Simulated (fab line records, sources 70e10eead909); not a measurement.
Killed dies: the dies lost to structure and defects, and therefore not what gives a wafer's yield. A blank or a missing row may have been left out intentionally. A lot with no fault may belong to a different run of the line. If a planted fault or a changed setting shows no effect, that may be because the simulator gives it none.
Which tool is to blame? + flow nand-harc + 6 lots with 18 wafers sampled at 5 steps, on a route of 1159 steps

## WHAT THE GAUGES READ, wafer by wafer
NHARC_END_SORT_01.
| lot  | measured     | on        | defect-limited-yield (%) |
|------|--------------|-----------|--------------------------|
| L517 | day 24 23:52 | prober-02 | 86.0 89.1 86.6           |

## WHAT TOOL EACH LOT RAN ON (gives the tool, then ch and the chambers of the sampled wafers, and finally the start)
| lot  | NHARC_A_BONDPAD_DESCUM_11          | NHARC_A_BONDPAD_DEGAS_25     | NHARC_A_BONDPAD_PVD_17                  | NHARC_THIN_TSV_DEP_43           |
|------|------------------------------------|------------------------------|-----------------------------------------|---------------------------------|
| L499 | rie-diel-10 ch 1,2, day 18 07:31   | pvd-sputter-02, day 18 08:28 | pvd-sputter-02, day 19 02:04 or earlier | pecvd-01 ch 0,1,2, day 19 02:04 |
| L501 | rie-diel-07 ch 0,3, day 19 05:44   | pvd-sputter-01, day 19 07:08 | pvd-sputter-01, day 19 22:08 or earlier | pecvd-01 ch 0,1,2, day 19 22:08 |
| L506 | rie-diel-10 ch 1,2,3, day 20 09:03 | pvd-sputter-01, day 20 10:08 | pvd-sputter-01, day 21 01:35 or earlier | pecvd-01 ch 0,1,2, day 21 01:35 |
| L507 | rie-diel-07 ch 1,2,3, day 21 04:32 | pvd-sputter-02, day 21 05:28 | pvd-sputter-02, day 21 20:01 or earlier | pecvd-02 ch 0,1,2, day 21 20:01 |
| L515 | rie-diel-07 ch 0,1,3, day 22 08:22 | pvd-sputter-03, day 22 09:19 | pvd-sputter-03, day 23 00:15 or earlier | pecvd-01 ch 0,1,2, day 23 00:15 |
| L517 | rie-diel-07 ch 1,3, day 23 17:20   | pvd-sputter-01, day 23 18:16 | pvd-sputter-01, day 24 07:29 or earlier | pecvd-02 ch 0,1,2, day 24 07:29 |
- NHARC_A_BONDPAD_DESCUM_11: chemistry O2, time 3 s.
- NHARC_A_BONDPAD_DEGAS_25: time 60 s.
- NHARC_A_BONDPAD_PVD_17: deposits TaN, target thk 5 nm, time 8.06 s.
- NHARC_THIN_TSV_DEP_43: deposits SiO2, target thk 1328.5 nm.

## THE ANSWER, worked out from the rows above alone
Rule: usual is defined by the lots themselves. Put in order of their means at a reading, lots are off if they are a third of the lots or fewer, leave a main group of 4 or more, and stand apart from it by a gap of 3 or more times the standard deviation of the main group's means; of several such gaps the widest counts. A main group is skipped when, at the precision printed for the reading in the tables above, its means are all equal. A lot without any number at a reading at which 4 lots or more have one is off too. All remaining lots with rows at the step are treated as sound.
None of the lots is off at any reading shown; this tells nothing.

## WHAT WAS PUT IN BY THE SIMULATOR
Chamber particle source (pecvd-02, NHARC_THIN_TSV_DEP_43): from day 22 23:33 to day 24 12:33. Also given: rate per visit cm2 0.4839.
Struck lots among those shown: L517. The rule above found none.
